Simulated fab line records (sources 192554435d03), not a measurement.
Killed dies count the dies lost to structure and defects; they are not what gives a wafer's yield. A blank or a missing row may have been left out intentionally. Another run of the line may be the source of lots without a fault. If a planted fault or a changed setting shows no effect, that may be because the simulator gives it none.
Split-lot trial | flow n5_finfet | on a route of 1938 steps: 7 lots, 21 wafers read

## THE SPLIT
At N5_BEOL_M6_COAT_22 (resist thk 30 nm), the setting spin_rpm was moved away from the recipe's 1500 rpm on 6 of the 21 wafers read, by -8.3% to +7.4%. This setting was run at the recipe's value on the other wafers.

Reading taken at the split's own step.

## THE READING
CAR-EUV_of_BEOL_M6_COAT_22.thk_nm (the simulator's own value, which no gauge read), in nm, at N5_BEOL_M6_COAT_22 (resist thk 30 nm). The file gives no usual value for it. Across the 15 wafers here that went through the recipe, the average is 30.0 nm and the standard deviation 0.1 nm.

wafer  | tool, chamber at the split | spin_rpm as run, rpm | against the recipe | CAR-EUV_of_BEOL_M6_COAT_22.thk_nm, nm | against lot-mates on the recipe
L077.2 | litho_track-04, 0          | 1500                 | recipe             | 30.2                                  | -
L077.3 | litho_track-04, 0          | 1500                 | recipe             | 30                                    | -
L077.4 | litho_track-04, 0          | 1500                 | recipe             | 30                                    | -
L076.1 | litho_track-02, 0          | 1500                 | recipe             | 30                                    | -
L076.3 | litho_track-02, 0          | 1500                 | recipe             | 30                                    | -
L076.5 | litho_track-02, 0          | 1500                 | recipe             | 30                                    | -
L080.1 | litho_track-04, 0          | 1500                 | recipe             | 30                                    | -
L080.3 | litho_track-04, 0          | 1500                 | recipe             | 30                                    | -
L080.6 | litho_track-04, 0          | 1592                 | +6.1%              | 29                                    | -1.0
L085.1 | litho_track-01, 0          | 1500                 | recipe             | 30                                    | -
L085.3 | litho_track-01, 0          | 1441                 | -3.9%              | 30.4                                  | +0.4
L085.6 | litho_track-01, 0          | 1441                 | -3.9%              | 30.6                                  | +0.6
L088.2 | litho_track-04, 0          | 1500                 | recipe             | 30                                    | -
L088.4 | litho_track-04, 0          | 1500                 | recipe             | 30                                    | -
L088.6 | litho_track-04, 0          | 1500                 | recipe             | 30                                    | -
L093.3 | litho_track-02, 0          | 1376                 | -8.3%              | 31.4                                  | +1.2
L093.4 | litho_track-02, 0          | 1500                 | recipe             | 30.2                                  | -
L093.6 | litho_track-02, 0          | 1376                 | -8.3%              | 31.6                                  | +1.4
L095.1 | litho_track-04, 0          | 1500                 | recipe             | 29.8                                  | -
L095.4 | litho_track-04, 0          | 1500                 | recipe             | 29.8                                  | -
L095.2 | litho_track-04, 0          | 1611                 | +7.4%              | 28.8                                  | -1.0

FIT RESULTS
A straight line over all 21 wafers: CAR-EUV_of_BEOL_M6_COAT_22.thk_nm changes by -0.168 nm for each +1% of spin_rpm; r = -0.98; the points scatter about the line by 0.12 nm.
The same after taking each lot's own level away (the mean of its wafers on the recipe; 21 wafers): -0.15 nm for each +1%; r = -0.99; scatter 0.076 nm.
According to that fit, moving spin_rpm by its largest amount changes the reading by 1.2 nm.
The span of the lots' own levels, 29.80 to 30.20 nm, comes to 3.9 times the standard deviation stated above.
Hence the slope depends on the lot-to-lot level, as the two fits are not the same.
Check: with one of the wafers moved furthest among these (-8.3%) left out of the fit, the line predicts +1.25 nm for it against its lot-mates. It came out at +1.2 nm against them.

## FILE'S OWN FIT
CAR-EUV_of_BEOL_M6_COAT_22.thk_nm changes by -0.149 nm for each +1% of spin_rpm, r = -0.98.
